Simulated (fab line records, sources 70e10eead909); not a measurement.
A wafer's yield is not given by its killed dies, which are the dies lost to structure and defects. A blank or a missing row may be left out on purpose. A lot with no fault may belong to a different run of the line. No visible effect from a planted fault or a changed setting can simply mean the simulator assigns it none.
Which tool did it?    flow nand harc    Sampling: 6 lots, 18 wafers, 5 of 1302 route steps

WHAT THE GAUGES READ, wafer by wafer
NHARC_END_SORT_01.
lot   measured      on         killed at array
L799  day 29 13:13  prober-01  253 25 23

WHICH TOOL RAN EACH LOT (tool, then ch and the chambers of the sampled wafers, then the start)
lot   NHARC_A_CHANNEL_FILL_D2_CMP_10  NHARC_A_STAIRCASE_DESCUM_168        NHARC_A_STAIRCASE_TRIM_24           NHARC_A_STAIRCASE_ETCH_188
L790  cmp-01 ch 0,1,2, day 16 01:56   rie diel-12 ch 0,1,3, day 16 03:37  rie diel-03 ch 0,2,3, day 16 10:00  rie diel-12 ch 0,1,3, no start
L799  cmp-03 ch 2,3, day 19 23:14     rie diel-12 ch 1,2,3, day 20 01:02  rie diel-13 ch 0,1,2, day 20 10:58  rie diel-12 ch 0,2, day 29 13:13 or earlier
L806  cmp-04 ch 2,3, day 22 04:55     rie diel-12 ch 0,2, day 22 06:46    rie diel-03 ch 0,1,3, day 22 10:34  rie diel-13 ch 1,2,3, no start
L807  cmp-04 ch 2,3, day 22 17:53     rie diel-12 ch 2,3, day 22 19:32    rie diel-12 ch 0,2,3, day 23 00:44  rie diel-03 ch 1,2,3, no start
L809  cmp-03 ch 0,1,2, day 24 04:08   rie diel-12 ch 0,1,3, day 24 05:49  rie diel-12 ch 0,1,2, day 24 09:07  rie diel-12 ch 0,1,3, no start
L812  cmp-04 ch 0,1,2, day 24 15:08   rie diel-13 ch 0,2,3, day 24 16:55  rie diel-13 ch 0,2,3, day 24 20:50  rie diel-03 ch 1,2,3, no start
- NHARC_A_CHANNEL_FILL_D2_CMP_10: polishes, target thk 150 nm.
- NHARC_A_STAIRCASE_DESCUM_168: chemistry O2, time 3 s.
- NHARC_A_STAIRCASE_TRIM_24: chemistry O2, time 211.2 s.
- NHARC_A_STAIRCASE_ETCH_188: etches the open film in C4F8/O2, target depth 100 nm, time 40.5 s.

THE ANSWER, worked out from the rows above alone
Rule: what is usual is taken from the lots themselves. The widest of any qualifying gaps counts: lots, ordered by their means at a reading, are off when they make up no more than a third of the lots, leave a main group of 4 or more, and stand apart from it by 3 or more times the standard deviation of that group's means. If all means in a main group match to the digits the tables above print for the reading, that group is not used. A lot without any number at a reading at which 4 lots or more have one is off too. Where the step has rows for the other lots, those lots are counted as sound.
None of the lots is off at any reading shown; this tells nothing.

WHAT THE SIMULATOR HAD PUT IN
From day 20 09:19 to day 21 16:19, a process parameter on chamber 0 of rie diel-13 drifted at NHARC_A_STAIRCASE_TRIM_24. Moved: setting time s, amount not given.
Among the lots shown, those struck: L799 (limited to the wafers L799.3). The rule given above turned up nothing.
